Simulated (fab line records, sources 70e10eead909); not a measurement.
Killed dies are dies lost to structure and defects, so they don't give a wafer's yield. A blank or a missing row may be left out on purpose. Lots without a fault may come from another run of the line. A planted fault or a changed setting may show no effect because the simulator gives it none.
Which tool did it? | flow nand_harc | 14 lots, 42 wafers sampled, at 4 steps of a route of 1302

WHAT THE GAUGES READ, wafer by wafer
The record holds no reading of a measuring or inspecting step that can be judged against a usual standard deviation.

WHICH TOOL RAN EACH LOT (tool, then ch and the chambers of the sampled wafers, then the start)
lot  | NHARC_A_CHANNEL_HOLE_D1_ETCH_24  | NHARC_A_CHANNEL_HOLE_D1_ETCH_26  | NHARC_A_CHANNEL_HOLE_D1_ETCH_33  | NHARC_A_CHANNEL_HOLE_D1_ETCH_44
L916 | har_etch-01 ch 0,1, day 9 09:43  | har_etch-01 ch 0,1, day 9 11:17  | har_etch-01 ch 0,1, day 9 11:28  | rie_diel-13 ch 0,3, day 9 12:14
L917 | har_etch-02 ch 0,1, day 9 15:09  | har_etch-02 ch 0,1, day 9 16:47  | har_etch-02 ch 0,1, day 9 16:59  | rie_diel-13 ch 0,2,3, day 9 17:44
L918 | har_etch-01 ch 0,1, day 9 16:41  | har_etch-01 ch 0,1, day 9 18:08  | har_etch-01 ch 0,1, day 9 18:20  | rie_diel-13 ch 0,1, day 9 19:01
L919 | har_etch-02 ch 0,1, day 10 08:55 | har_etch-02 ch 0,1, day 10 10:34 | har_etch-02 ch 0,1, day 10 10:46 | rie_diel-13 ch 1,2,3, day 10 11:31
L922 | har_etch-02 ch 1, day 11 21:32   | har_etch-02 ch 1, day 11 23:11   | har_etch-02 ch 1, day 11 23:23   | rie_diel-05 ch 0,3, day 12 00:08
L924 | har_etch-02 ch 0,1, day 12 12:28 | har_etch-02 ch 0,1, day 12 15:59 | har_etch-02 ch 0,1, day 12 16:10 | rie_diel-06 ch 0,1,2, day 12 16:53
L925 | har_etch-02 ch 1, day 12 22:37   | har_etch-02 ch 1, day 13 00:16   | har_etch-02 ch 1, day 13 00:28   | rie_diel-13 ch 0,1,2, day 13 01:14
L929 | har_etch-02 ch 0,1, day 14 12:46 | har_etch-02 ch 0,1, day 14 14:19 | har_etch-02 ch 0,1, day 14 14:31 | rie_diel-13 ch 1,2,3, day 14 15:15
L932 | har_etch-02 ch 0,1, day 15 06:40 | har_etch-02 ch 0,1, day 15 08:19 | har_etch-02 ch 0,1, day 15 08:31 | rie_diel-05 ch 0,2, day 15 09:20
L931 | har_etch-01 ch 0,1, day 15 09:32 | har_etch-01 ch 0,1, day 15 11:05 | har_etch-01 ch 0,1, day 15 11:17 | rie_diel-06 ch 1,2,3, day 15 12:00
L934 | har_etch-02 ch 0,1, day 16 09:11 | har_etch-02 ch 0,1, day 16 10:49 | har_etch-02 ch 0,1, day 16 11:01 | rie_diel-13 ch 0,2, day 16 11:46
L936 | har_etch-01 ch 0,1, day 17 13:14 | har_etch-01 ch 0,1, day 17 14:42 | har_etch-01 ch 0,1, day 17 14:53 | rie_diel-13 ch 0,1,3, day 17 15:35
L937 | har_etch-01 ch 0,1, day 17 17:16 | har_etch-01 ch 0,1, day 17 18:48 | har_etch-01 ch 0,1, day 17 18:59 | rie_diel-06 ch 0,2,3, day 17 19:43
L938 | har_etch-02 ch 0,1, day 18 00:06 | har_etch-02 ch 0,1, day 18 01:32 | har_etch-02 ch 0,1, day 18 01:44 | rie_diel-13 ch 0,3, day 18 02:25
- NHARC_A_CHANNEL_HOLE_D1_ETCH_24: etches the open film in C4F8/O2/Ar, time 906.2 s, target depth 1500 nm.
- NHARC_A_CHANNEL_HOLE_D1_ETCH_26: etches the open film in C4F8/O2/Ar, time 224.1 s, target depth 300 nm.
- NHARC_A_CHANNEL_HOLE_D1_ETCH_33: etches the open film in C4F8/O2/Ar, time 90 s, target depth 400 nm.
- NHARC_A_CHANNEL_HOLE_D1_ETCH_44: etches the open film in CF4/O2, target depth 140 nm, overetch 14 nm, time 77 s.

WHAT THE TOOLS THEMSELVES READ (means of the sampled wafers that have a number; where no wafer has one, the mark that the record gives instead)
NHARC_A_CHANNEL_HOLE_D1_ETCH_24. Usual: c4f8_flow_sccm 93.83 sccm, standard deviation 0.29; chamber_pressure_mTorr 20.001 mTorr, standard deviation 0.018; drypump_motor_current_A 5.8 A, standard deviation 0.73; oes_air_line_au 0.998 a.u., standard deviation 0.022; showerhead_plenum_p_Torr 3.68 Torr, standard deviation 0.064; throttle_valve_pct 32.235 %, standard deviation 0.0087.
lot  | tool        | c4f8_flow_sccm (sccm) | chamber_pressure_mTorr (mTorr) | drypump_motor_current_A (A) | oes_air_line_au (a.u.) | showerhead_plenum_p_Torr (Torr) | throttle_valve_pct (%) | flag
L916 | har_etch-01 | 94.01                 | 20.008                         | 6.3                         | 1.007                  | 3.72                            | 32.243                 |
L917 | har_etch-02 | 93.86                 | 20.014                         | 5.7                         | 0.998                  | 3.66                            | 32.230                 |
L918 | har_etch-01 | 93.40                 | 20.001                         | 5.9                         | 0.999                  | 3.72                            | 32.243                 |
L919 | har_etch-02 | 93.67                 | 20.018                         | 5.3                         | 0.998                  | 3.70                            | 32.241                 |
L922 | har_etch-02 | 93.85                 | 20.011                         | 6.2                         | 1.005                  | 3.59                            | 32.230                 |
L924 | har_etch-02 | 93.77                 | 20.002                         | 5.3                         | 1.000                  | 3.68                            | 32.225                 |
L925 | har_etch-02 | 93.74                 | 19.982                         | 6.1                         | 0.997                  | 3.59                            | 32.231                 |
L929 | har_etch-02 | 93.66                 | 20.014                         | 5.3                         | 1.005                  | 3.67                            | 32.234                 |
L932 | har_etch-02 | 93.89                 | 19.977                         | 5.3                         | 1.000                  | 3.66                            | 32.239                 |
L931 | har_etch-01 | 93.89                 | 19.983                         | 5.8                         | 0.979                  | 3.68                            | 32.234                 |
L934 | har_etch-02 | 93.93                 | 19.997                         | 5.7                         | 0.968                  | 3.61                            | 32.245                 |
L936 | har_etch-01 | 93.73                 | 19.998                         | 6.3                         | 0.991                  | 3.66                            | 32.237                 |
L937 | har_etch-01 | 94.08                 | 20.000                         | 6.3                         | 1.014                  | 3.66                            | 32.233                 |
L938 | har_etch-02 | 93.71                 | 19.988                         | 5.3                         | 0.993                  | 3.77                            | 32.234                 |

NHARC_A_CHANNEL_HOLE_D1_ETCH_26. Usual: bias_v 299.4 V, standard deviation 2.8; c4f8_flow_sccm 11.40 sccm, standard deviation 0.03; drypump_motor_current_A 5.8 A, standard deviation 0.73; oes_air_line_au 1.001 a.u., standard deviation 0.021; showerhead_plenum_p_Torr 3.73 Torr, standard deviation 0.068; throttle_valve_pct 24.583 %, standard deviation 0.0091.
lot  | tool        | bias_v (V) | c4f8_flow_sccm (sccm) | drypump_motor_current_A (A) | oes_air_line_au (a.u.) | showerhead_plenum_p_Torr (Torr) | throttle_valve_pct (%) | flag
L916 | har_etch-01 | 299.8      | 11.40                 | 6.3                         | 1.017                  | 3.78                            | 24.580                 |
L917 | har_etch-02 | 300.4      | 11.43                 | 5.7                         | 1.003                  | 3.71                            | 24.586                 |
L918 | har_etch-01 | 297.9      | 11.42                 | 5.8                         | 0.995                  | 3.77                            | 24.584                 |
L919 | har_etch-02 | 302.5      | 11.40                 | 5.3                         | 0.999                  | 3.75                            | 24.589                 |
L922 | har_etch-02 | 295.8      | 11.39                 | 6.2                         | 0.995                  | 3.64                            | 24.574                 |
L924 | har_etch-02 | 299.7      | 11.41                 | 5.3                         | 0.981                  | 3.73                            | 24.580                 |
L925 | har_etch-02 | 299.8      | 11.43                 | 6.2                         | 1.029                  | 3.63                            | 24.577                 |
L929 | har_etch-02 | 300.2      | 11.41                 | 5.3                         | 0.985                  | 3.72                            | 24.587                 |
L932 | har_etch-02 | 299.1      | 11.45                 | 5.3                         | 0.994                  | 3.71                            | 24.583                 |
L931 | har_etch-01 | 298.2      | 11.40                 | 5.8                         | 0.997                  | 3.73                            | 24.591                 |
L934 | har_etch-02 | 297.1      | 11.40                 | 5.7                         | 0.993                  | 3.66                            | 24.588                 |
L936 | har_etch-01 | 297.2      | 11.38                 | 6.3                         | 0.992                  | 3.71                            | 24.593                 |
L937 | har_etch-01 | 300.9      | 11.38                 | 6.3                         | 1.001                  | 3.71                            | 24.573                 |
L938 | har_etch-02 | 301.8      | 11.40                 | 5.3                         | 1.003                  | 3.82                            | 24.595                 |

NHARC_A_CHANNEL_HOLE_D1_ETCH_33. Usual: bias_v 399 V, standard deviation 4.2; c4f8_flow_sccm 41.70 sccm, standard deviation 0.11; drypump_motor_current_A 5.8 A, standard deviation 0.73; oes_air_line_au 0.996 a.u., standard deviation 0.022; showerhead_plenum_p_Torr 3.73 Torr, standard deviation 0.066; throttle_valve_pct 27.619 %, standard deviation 0.0096.
lot  | tool        | bias_v (V) | c4f8_flow_sccm (sccm) | drypump_motor_current_A (A) | oes_air_line_au (a.u.) | showerhead_plenum_p_Torr (Torr) | throttle_valve_pct (%) | flag
L916 | har_etch-01 | 400        | 41.66                 | 6.3                         | 0.973                  | 3.77                            | 27.611                 |
L917 | har_etch-02 | 399        | 41.61                 | 5.7                         | 0.995                  | 3.70                            | 27.621                 |
L918 | har_etch-01 | 401        | 41.72                 | 5.9                         | 1.002                  | 3.77                            | 27.619                 |
L919 | har_etch-02 | 399        | 41.63                 | 5.3                         | 1.008                  | 3.75                            | 27.617                 |
L922 | har_etch-02 | 396        | 41.80                 | 6.2                         | 1.006                  | 3.63                            | 27.620                 |
L924 | har_etch-02 | -          | -                     | -                           | -                      | -                               | -                      | OFF
L925 | har_etch-02 | -          | -                     | -                           | -                      | -                               | -                      | OFF
L929 | har_etch-02 | 400        | 41.73                 | 5.3                         | 0.995                  | 3.71                            | 27.624                 |
L932 | har_etch-02 | 404        | 41.70                 | 5.3                         | 1.008                  | 3.70                            | 27.625                 |
L931 | har_etch-01 | 393        | 41.70                 | 5.9                         | 0.969                  | 3.72                            | 27.617                 |
L934 | har_etch-02 | 399        | 41.78                 | 5.7                         | 1.000                  | 3.65                            | 27.633                 |
L936 | har_etch-01 | 400        | 41.78                 | 6.3                         | 0.981                  | 3.70                            | 27.622                 |
L937 | har_etch-01 | 396        | 41.61                 | 6.3                         | 1.006                  | 3.70                            | 27.622                 |
L938 | har_etch-02 | 399        | 41.69                 | 5.3                         | 1.011                  | 3.82                            | 27.617                 |

NHARC_A_CHANNEL_HOLE_D1_ETCH_44. Usual: bias_w 99.98 W, standard deviation 0.29; cf4_flow_sccm 80.01 sccm, standard deviation 0.25; drypump_motor_current_A 5.8 A, standard deviation 0.46; oes_product_au 0.999 a.u., standard deviation 0.015; rf_vpp_V 197.9 V, standard deviation 1; showerhead_plenum_p_Torr 1.34 Torr, standard deviation 0.039; throttle_valve_pct 13.396 %, standard deviation 0.0089.
lot  | tool        | bias_w (W) | cf4_flow_sccm (sccm) | drypump_motor_current_A (A) | oes_product_au (a.u.) | rf_vpp_V (V) | showerhead_plenum_p_Torr (Torr) | throttle_valve_pct (%) | flag
L916 | rie_diel-13 | 100.11     | 79.97                | 5.4                         | 0.990                 | 198.5        | 1.34                            | 13.399                 |
L917 | rie_diel-13 | 100.06     | 80.42                | 5.7                         | 0.985                 | 198.6        | 1.34                            | 13.396                 |
L918 | rie_diel-13 | 99.80      | 79.85                | 6.1                         | 0.999                 | 197.6        | 1.32                            | 13.398                 |
L919 | rie_diel-13 | 100.03     | 80.17                | 6.0                         | 1.006                 | 198.2        | 1.34                            | 13.397                 |
L922 | rie_diel-05 | 99.83      | 80.13                | 5.6                         | 1.022                 | 197.3        | 1.31                            | 13.396                 |
L924 | rie_diel-06 | 100.26     | 80.06                | 5.7                         | 0.995                 | 197.5        | 1.35                            | 13.399                 |
L925 | rie_diel-13 | 99.72      | 80.08                | 6.1                         | 0.990                 | 197.1        | 1.31                            | 13.394                 |
L929 | rie_diel-13 | 99.94      | 80.00                | 6.0                         | 0.997                 | 197.6        | 1.34                            | 13.383                 |
L932 | rie_diel-05 | 100.29     | 80.13                | 5.6                         | 1.022                 | 197.9        | 1.35                            | 13.396                 |
L931 | rie_diel-06 | 99.91      | 79.84                | 5.4                         | 0.995                 | 197.7        | 1.34                            | 13.393                 |
L934 | rie_diel-13 | 99.63      | 79.99                | 6.0                         | 1.012                 | 197.8        | 1.31                            | 13.390                 |
L936 | rie_diel-13 | 100.25     | 80.17                | 5.7                         | 0.993                 | 198.2        | 1.34                            | 13.395                 |
L937 | rie_diel-06 | 99.86      | 79.98                | 5.5                         | 0.998                 | 197.9        | 1.34                            | 13.398                 |
L938 | rie_diel-13 | 100.15     | 79.68                | 5.4                         | 1.010                 | 198.7        | 1.33                            | 13.396                 |

THE ANSWER, worked out from the rows above alone
Rule: a lot is off if the mean of its wafers that have a number lies more than 3 standard deviations from the usual mean. A lot without any number at a reading at which 4 lots or more have one is off too. The other lots that the step has rows for count as sound. The gauges are gone through in route order, then the tools' own readings, and for those a lot's mean is taken as printed above. The first step at which some lot is off is used, and at that step the reading that is off furthest; a lot without a number counts as furthest.
Off: L924, L925, at NHARC_A_CHANNEL_HOLE_D1_ETCH_33 (bias_v). Without a number there: L924, L925.
A tool fits if, at that step or a process step before it, it ran every lot that is off, and no sound lot after the first of them. None of those tried fits.

WHAT THE SIMULATOR HAD PUT IN
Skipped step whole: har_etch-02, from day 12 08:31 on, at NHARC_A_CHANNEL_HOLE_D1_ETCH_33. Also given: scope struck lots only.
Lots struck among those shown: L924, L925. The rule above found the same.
